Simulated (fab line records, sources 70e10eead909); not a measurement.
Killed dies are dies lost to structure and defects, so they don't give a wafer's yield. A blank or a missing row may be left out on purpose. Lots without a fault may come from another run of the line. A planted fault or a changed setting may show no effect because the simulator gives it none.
fab line records | flow nand_harc
record lots=6 wafers=18 last_day=25
route steps=1159 shown P_GATE@200 P_CONTACT@217 END@1159
lots that met no fault: from a run of the same line without faults
start_h: hours from the record's first day to the start of the lot's first wafer shown | wait_h: hours since the lot's step before | " the same as in the row above | L1.1+2: a row that stands for several wafers | - no value, or no start given | * or withheld: withheld | < > ~ a bound
route shown NAME@n: a module of which the file shows steps, and the number in the route of the first | usual: mean/standard deviation of fault-free wafers | same: alike in all rows | chamber/n: place in a boat | sites: the reading at each site | _std_site: their standard deviation | _edge_site: outer sites' mean less inner sites' | radius_mm: how far each site lies from the wafer's centre | mask NAME#n: copy n | behind: the tool/chamber that last shaped the wafer | hold: why the lot was held/for how many hours/how that ended | device: the transistor (n, p or np) that didn't switch | end of line: the same wafers' tests at the end of the route | a step without rows: its recipe alone | killed: dies lost to structure and defects at the first sort, not the wafer's yield | map: a wafer's dies, x killed, . not, _ none there
set.NAME: the setting as run; set.NAME@STEP: as run at that earlier step | model.NAME: the simulator's own value behind a step, which no gauge read
lots at some steps of the route; a table a step, a row a wafer
services: from which hour (start_h, from the record's first day; less than 0 if before it) a tool's chamber was out of use, for how many hours, and why
## steps
# step NHARC_P_GATE_CD_MEAS_91
# recipe target_cd_nm=2000 landing_energy_ev=500
# usual cd_nm=2000.5/1.6
# columns lot.wafer tool chamber start_h wait_h cd_nm
L624.2 cd_sem-01 0 113.29 - 2000.1
L624.4 " 0 " " 1999.7
L624.5 " 0 " " 1998.8
L626.2 cd_sem-03 0 136.93 - 1999.5
L626.4 " 0 " " 2002.5
L626.6 " 0 " " 2001.3
L635.3 cd_sem-03 0 198.00 - 2001.9
L635.4 " 0 " " 2001.8
L635.5 " 0 " " 1999.3
L636.1 cd_sem-03 0 203.92 - 2002.0
L636.4 " 0 " " 2000.3
L636.6 " 0 " " 2002.4
L639.3 cd_sem-02 0 220.31 - 1998.8
L639.4 " 0 " " 1998.2
L639.6 " 0 " " 2001.1
L644.2 cd_sem-01 0 230.66 - 2001.5
L644.3 " 0 " " 2000.2
L644.6 " 0 " " 2001.9
# step NHARC_P_GATE_HARDBAKE_92
# recipe temp_c=125 time_s=80
# step NHARC_P_GATE_DESCUM_93
# recipe time_s=3 o2_flow_sccm=200 ar_flow_sccm=0 bias_power_w=0 chemistry=O2
# step NHARC_P_GATE_IMPLANT_94
# recipe energy_kev=60 dose_cm2=2e+15 tilt_deg=7
# step NHARC_P_GATE_STRIP_113
# recipe power_w=1500 temp_c=110 time_s=740 chemistry=N2/H2
# usual drypump_motor_current_A=6.0/0.48 heater_power_w=87/14
# columns lot.wafer tool chamber start_h wait_h drypump_motor_current_A heater_power_w rf_hours_counter_h
L624.2 plasma_asher-02 1 114.02 0.4 6.7 73 37
L624.4 " 1 " " 6.6 73 -
L624.5 " 0 " " 5.6 77 -
L626.2 plasma_asher-01 0 137.61 0.3 5.5 95 14
L626.4 " 0 " " 5.5 94 -
L626.6 " 1 " " 5.9 110 -
L635.3 plasma_asher-02 1 198.93 0.4 6.7 74 -
L635.4 " 0 " " 5.6 83 -
L635.5 " 1 " " 6.7 73 -
L636.1 plasma_asher-02 1 204.57 0.3 6.6 74 4
L636.4 " 1 " " 6.6 74 -
L636.6 " 0 " " 5.5 81 -
L639.4 plasma_asher-01 0 221.06 0.3 5.5 95 -
L639.3 " 1 " " 6.0 109 -
L639.6 " 0 " " 5.5 93 -
L644.2 plasma_asher-01 0 231.31 0.3 5.5 92 48
L644.3 " 0 " " 5.5 94 -
L644.6 " 0 " " 5.5 95 -
# step NHARC_P_GATE_STRIP_95
# recipe power_w=1500 temp_c=250 chemistry=O2
# usual drypump_motor_current_A=6.0/0.48 heater_power_w=325/53
# columns lot.wafer tool chamber start_h wait_h drypump_motor_current_A heater_power_w rf_hours_counter_h
L624.2 plasma_asher-02 1 114.62 0.5 6.7 277 37
L624.4 " 1 " " 6.7 274 -
L624.5 " 0 " " 5.6 280 -
L626.2 plasma_asher-01 0 138.22 0.5 5.5 354 15
L626.4 " 0 " " 5.5 355 -
L626.6 " 1 " " 5.9 408 -
L635.3 plasma_asher-02 1 199.42 0.4 6.6 275 -
L635.4 " 0 " " 5.6 311 -
L635.5 " 1 " " 6.6 274 -
L636.1 plasma_asher-02 1 205.18 0.5 6.6 270 4
L636.4 " 1 " " 6.7 274 -
L636.6 " 0 " " 5.5 307 -
L639.4 plasma_asher-01 0 221.55 0.4 5.5 357 -
L639.3 " 1 " " 5.9 406 -
L639.6 " 0 " " 5.5 346 -
L644.2 plasma_asher-01 0 231.92 0.5 5.5 337 49
L644.3 " 0 " " 5.5 363 -
L644.6 " 0 " " 5.5 353 -
# step NHARC_P_GATE_STRIP_96
# recipe time_s=900 temp_c=130 chemistry=SPM
# step NHARC_P_GATE_RTA_64
# recipe temp_c=1050 time_s=1
# step NHARC_P_GATE_ETCH_77
# recipe target_depth_a=60 chemistry=dHF material=SiO2
# step NHARC_P_GATE_DEGAS_109
# recipe temp_c=300 time_s=60
# usual heater_power_w=461/49
# columns lot.wafer tool chamber start_h wait_h heater_power_w
L624.4 pvd_sputter-03 - 115.51 0.1 532
L624.2 " - " " 523
L624.5 " - " " 513
L626.4 pvd_sputter-01 - 139.08 0.1 477
L626.2 " - " " 481
L626.6 " - " " 419
L635.4 pvd_sputter-01 - 200.28 0.1 420
L635.3 " - " " 360
L635.5 " - " " 462
L636.4 pvd_sputter-01 - 206.08 0.1 365
L636.1 " - " " 426
L636.6 " - " " 476
L639.4 pvd_sputter-03 - 222.40 0.1 495
L639.3 " - " " 518
L639.6 " - " " 522
L644.2 pvd_sputter-02 - 232.79 0.1 499
L644.3 " - " " 431
L644.6 " - " " 444
# step NHARC_P_GATE_PRE_CLEAN_110
# recipe time_s=30 bias_v=200 gas=Ar
# step NHARC_P_GATE_SPUTTER_78
# recipe target_thk_a=100 material=Ni
# step NHARC_P_GATE_SPUTTER_79
# recipe target_thk_a=100 material=TiN
# columns lot.wafer tool chamber start_h wait_h
L624.2+4+5 pvd_sputter-03 - 115.68 -
L626.4+2+6 pvd_sputter-01 - 139.26 -
L635.4+3+5 pvd_sputter-01 - 200.45 -
L636.4+1+6 pvd_sputter-01 - 206.26 -
L639.3+4+6 pvd_sputter-03 - 222.58 -
L644.3+2+6 pvd_sputter-02 - 232.95 -
# step NHARC_P_GATE_RTA_80
# recipe temp_c=300 time_s=30
# step NHARC_P_GATE_STRIP_67
# recipe time_s=600 temp_c=130 chemistry=SPM
# step NHARC_P_GATE_RTA_82
# recipe temp_c=450 time_s=30
# usual anneal_temp_c_max=452.2/0.82 lamp_power_pct=3.87/0.099 lamp_zone_4_pct=3.87/0.098 lamp_zone_5_pct=3.89/0.099 lamp_zone_6_pct=3.84/0.098 wafer_temp_C_max=452.1/0.45
# columns lot.wafer tool chamber start_h wait_h anneal_temp_c_max lamp_power_pct lamp_zone_4_pct lamp_zone_5_pct lamp_zone_6_pct wafer_temp_C_max
L624.2 rtp_anneal-01 0 116.46 - 451.9 3.98 3.98 3.99 3.95 452.0
L624.4 " 0 " " 451.9 3.98 3.98 4.00 3.94 452.1
L624.5 " 0 " " 451.3 3.99 3.97 4.00 3.95 452.9
L626.2 rtp_anneal-01 0 140.19 - 451.4 3.98 3.98 4.00 3.95 452.4
L626.4 " 0 " " 451.5 3.98 3.97 4.00 3.94 452.3
L626.6 " 0 " " 451.6 3.98 3.98 3.99 3.95 452.1
L635.3 rtp_anneal-01 0 201.09 - 451.5 3.98 3.98 4.00 3.95 451.4
L635.4 " 0 " " 451.8 3.98 3.98 4.00 3.95 452.0
L635.5 " 0 " " 451.6 3.98 3.98 4.00 3.95 451.8
L636.1 rtp_anneal-01 0 206.83 - 451.4 3.99 3.98 4.00 3.95 451.4
L636.4 " 0 " " 451.7 3.98 3.98 4.01 3.95 451.7
L636.6 " 0 " " 451.6 3.98 3.98 4.00 3.95 451.3
L639.3 rtp_anneal-02 0 223.40 - 453.0 3.79 3.79 3.80 3.75 451.9
L639.4 " 0 " " 452.7 3.78 3.78 3.80 3.75 452.5
L639.6 " 0 " " 453.2 3.78 3.78 3.80 3.75 451.8
L644.2 rtp_anneal-02 0 233.61 - 451.8 3.78 3.78 3.80 3.75 452.1
L644.3 " 0 " " 452.2 3.78 3.78 3.80 3.74 452.4
L644.6 " 0 " " 452.3 3.78 3.78 3.80 3.75 452.8
# step NHARC_P_GATE_INSPECT_68
# usual raw_defect_count=207/88
# columns lot.wafer tool chamber start_h wait_h raw_defect_count
L624.2 defect_inspect-02 - 116.63 0.1 113
L624.4 " - " " 168
L624.5 " - " " 98
L626.2 defect_inspect-01 - 140.36 0.1 145
L626.4 " - " " 160
L626.6 " - " " 118
L635.3 defect_inspect-01 - 201.24 0.1 1365
L635.4 " - " " 1287
L635.5 " - " " 1408
L636.1 defect_inspect-01 - 207.03 0.2 1515
L636.4 " - " " 1427
L636.6 " - " " 1504
L639.3 defect_inspect-01 - 223.54 0.1 247
L639.4 " - " " 243
L639.6 " - " " 624
L644.2 defect_inspect-01 - 233.78 0.1 145
L644.3 " - " " 131
L644.6 " - " " 215
# step NHARC_P_CONTACT_DEP_30
# recipe target_thk_a=300 temp_c=400 target_thk_nm=30 flow_sccm=200 rf_w=450 material=SiNx
# usual heater_power_w=765/93
# columns lot.wafer tool chamber start_h wait_h heater_power_w
L624.2 pecvd-01 1 116.70 0.1 808
L624.5 " 2 " " 796
L624.4 " 0 " " 898
L626.2 pecvd-01 0 140.42 0.1 762
L626.4 " 0 " " 807
L626.6 " 2 " " 801
L635.3 pecvd-01 2 201.34 0.1 696
L635.5 " 2 " " 712
L635.4 " 0 " " 737
L636.1 pecvd-01 1 207.10 0.1 746
L636.6 " 2 " " 768
L636.4 " 0 " " 839
L639.3 pecvd-03 2 223.65 0.1 974
L639.4 " 1 " " 893
L639.6 " 0 " " 665
L644.2 pecvd-04 0 233.88 0.1 570
L644.3 " 1 " " 648
L644.6 " 2 " " 675
# step NHARC_END_SORT_01
# recipe temp_c=25
# usual killed_at_array=27/12 killed_at_other=0.5/0.9 killed_at_periphery=3.7/2.7 killed_dies=31/12 killed_open=3.3/2 killed_short=2.0/1.4
# same gross_dies=677
# columns lot.wafer tool chamber start_h wait_h killed_at_array killed_at_other killed_at_periphery killed_dies killed_open killed_short
L636.1 prober-01 0 570.87 2.5 30 0 100 130 3 1
L636.4 prober-01 0 573.23 3.4 27 2 91 120 2 3
L636.6 prober-01 0 574.80 3.9 29 0 92 121 3 1
L639.3 prober-02 0 595.74 3.1 36 0 2 38 3 2
L639.4 prober-02 0 596.56 3.4 34 0 6 40 2 1
L639.6 prober-02 0 598.18 4.1 29 1 2 32 1 4
L635.3 prober-01 0 603.53 3.1 17 0 105 122 0 4
L635.4 prober-01 0 604.33 3.4 16 2 87 105 0 4
L635.5 prober-01 0 605.13 3.7 14 0 105 119 3 0
# killed by level:class
L636.1 P_GATE:unspecified=100 A_CHANNEL_HOLE_D1:chamber_film_flake=19 A_CHANNEL_FILL_D1:chamber_film_flake=2 A_SOURCE_PLATE:geometric_particle:open=1 A_SGD_CUT:geometric_particle:short=1 A_CONTACT:geometric_particle:open=1 A_M1:geometric_particle:open=1 A_M0:chamber_film_flake=1
L636.4 P_GATE:unspecified=86 A_CHANNEL_HOLE_D1:chamber_film_flake=18 P_M1:chamber_film_flake=4 A_M0:chamber_film_flake=3 A_WL_FILL:geometric_particle:short=2 P_M0:geometric_particle:open=1 A_BONDPAD:geometric_particle:short=1 STARTING-WAFER:geometric_particle:open=1
L636.6 P_GATE:unspecified=90 A_CHANNEL_HOLE_D1:chamber_film_flake=22 A_STAIRCASE:chamber_film_flake=2 P_GATE:geometric_particle:open=1 A_WL_FILL:geometric_particle:short=1 A_CONTACT:geometric_particle:open=1 A_BLC:geometric_particle:open=1 A_M0:chamber_film_flake=1
L639.3 A_CHANNEL_HOLE_D1:chamber_film_flake=21 A_CONTACT:chamber_film_flake=4 A_WL_FILL:chamber_film_flake=3 A_STAIRCASE:chamber_film_flake=2 P_M0:geometric_particle:open=1 A_SGD_CUT:geometric_particle:open=1 A_SGD_CUT:geometric_particle:short=1 A_WL_FILL:geometric_particle:short=1
L639.4 A_CHANNEL_HOLE_D1:chamber_film_flake=21 P_M1:chamber_film_flake=5 A_STAIRCASE:chamber_film_flake=4 A_CONTACT:chamber_film_flake=4 A_WL_FILL:chamber_film_flake=3 P_GATE:geometric_particle:open=1 A_CHANNEL_HOLE_D1:geometric_particle:short=1 A_SLIT:geometric_particle:open=1
L639.6 A_CHANNEL_HOLE_D1:chamber_film_flake=21 A_ONON_D1:geometric_particle:short=2 A_CONTACT:geometric_particle:short=2 P_M1:chamber_film_flake=2 A_WL_FILL:chamber_film_flake=2 A_WL_FILL:geometric_particle:open=1 A_CONTACT:chamber_film_flake=1 THIN_TSV:chamber_film_flake=1
L635.3 P_GATE:unspecified=103 A_CONTACT:chamber_film_flake=6 A_CHANNEL_HOLE_D1:chamber_film_flake=4 A_STAIRCASE:chamber_film_flake=4 P_M0:geometric_particle:short=2 A_SOURCE_PLATE:geometric_particle:short=1 A_WL_FILL:geometric_particle:short=1 A_WL_FILL:chamber_film_flake=1
L635.4 P_GATE:unspecified=86 A_CONTACT:chamber_film_flake=7 A_CHANNEL_HOLE_D1:chamber_film_flake=3 STARTING-WAFER:geometric_particle:short=2 A_STAIRCASE:chamber_film_flake=2 A_WL_FILL:geometric_particle:short=1 A_CONTACT:geometric_particle:short=1 P_GATE:chamber_film_flake=1
L635.5 P_GATE:unspecified=104 A_CONTACT:chamber_film_flake=6 A_M0:geometric_particle:open=2 A_CHANNEL_HOLE_D1:chamber_film_flake=2 A_CHANNEL_FILL_D1:chamber_film_flake=2 A_STAIRCASE:chamber_film_flake=2 P_M2:geometric_particle:open=1
# map L635.3 (x killed, . not)
____________.____________
_________.x....._________
_______..........._______
______.............______
_____.x.x..........._____
____.................____
____.................____
___...................___
___.........x.........___
__.......x.x...........__
__.......x.x.xx........__
_.......xxxx............_
_.......xxxxxx.........._
_..x...xxxxxxxx........._
_......xxxxxxxx.x......._
_......xxxxxxxxxx......._
.......xxxxxxxxxx........
.....xxxxxxxxxxxx........
.......xxxxxxxx..........
......xxxxxxxxxx.........
........xxxxxxxx.........
_.......xxxxxx.x........_
_....x...xxxxx......x..._
_...x....xxx.x.........._
_......x................_
_......x................_
__.....................__
__..........x..........__
___................xx.___
___..................x___
____.................____
____.................____
_____..............._____
______.........x...______
_______..........._______
_________......._________
____________.____________
# map L636.1 (x killed, . not)
____________.____________
_________......._________
_______x.........._______
______.............______
_____..............._____
____.................____
____.................____
___...................___
___...................___
__.....................__
__.........x...x.......__
_......................._
_..................x..x._
_....................x.._
_..................xxxx._
_.................xxxxx._
.................xxxxxxxx
.......x.........xxxxxxx.
................xxxxxxxxx
.................xxxxxxxx
......x.........xxxxxxxxx
_......x.x......xxxxxxxx_
_......x..x.....x.xxxxxx_
_......xx.......xxxxxxxx_
_.......xxx......xxxxxxx_
_..x.....xxx.....xxxxxxx_
__......x.x......x.xxxx__
__.....xx..x.....xx.xxx__
___......x....x....x..___
___.........x.........___
____...x.............____
____.................____
_____....x.........._____
______.............______
_______.x........._______
_________......._________
____________.____________
## services
# columns tool chamber start_h hours kind
pecvd-01 1 96.05 20.6 repair
plasma_asher-01 - 99.00 9.0 pm
plasma_asher-01 0 99.00 9.0 vent_cycle
plasma_asher-01 1 99.00 9.0 vent_cycle
pvd_sputter-03 - 102.02 10.0 pm
pecvd-03 - 104.28 1.4 repair
plasma_asher-01 0 108.00 - clean
plasma_asher-01 1 108.00 - clean
pecvd-03 - 111.29 13.0 pm
pecvd-04 0 114.95 3.9 repair
pvd_sputter-03 - 116.72 3.6 repair
pecvd-04 1 124.76 10.0 repair
pvd_sputter-01 - 165.19 10.0 pm
pecvd-01 1 169.24 20.4 repair
pvd_sputter-03 - 180.46 4.8 repair
plasma_asher-02 - 183.54 9.0 pm
plasma_asher-02 0 183.54 9.0 vent_cycle
plasma_asher-02 1 183.54 9.0 vent_cycle
pecvd-04 - 186.25 0.7 repair
pvd_sputter-03 - 191.94 1.0 repair
pecvd-04 - 195.01 13.0 pm
pecvd-03 0 206.26 7.3 repair
pvd_sputter-02 - 214.00 10.0 pm
pecvd-04 2 223.92 8.1 repair
## key
first_sign step=NHARC_P_GATE_INSPECT_68 reading=raw_defect_count direction=up sigmas=14 usual=207 struck=1418
effect step=NHARC_END_SORT_01 reading=killed_at_periphery direction=up sigmas=34 usual=3.7 struck=96.7
more_kills_born_at NHARC_P_GATE_SPUTTER_79@pvd_sputter-01=569
met_at NHARC_P_GATE_SPUTTER_79
struck_wafers L635.3,L635.4,L635.5,L636.1,L636.4,L636.6
tester_left_out L635,L636
onset_between 139.26 200.45
also_fits NHARC_P_GATE_STRIP_113:plasma_asher-02,NHARC_P_GATE_STRIP_95:plasma_asher-02,NHARC_P_GATE_DEGAS_109:pvd_sputter-01,NHARC_P_GATE_RTA_82:rtp_anneal-01
fault kind=chamber_particle_source tool=pvd_sputter-01 chamber=- onset_h=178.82 steps=NHARC_P_GATE_SPUTTER_79 rate_per_visit_cm2=1.8959 end_h=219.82
# tester_left_out: of these lots the tester's yield and bins aren't shown, on N5 and GAA mostly nor the transistor test; their killed dies are dies lost to structure and defects alone, not to doping, threshold or leakage, so they don't give the yield
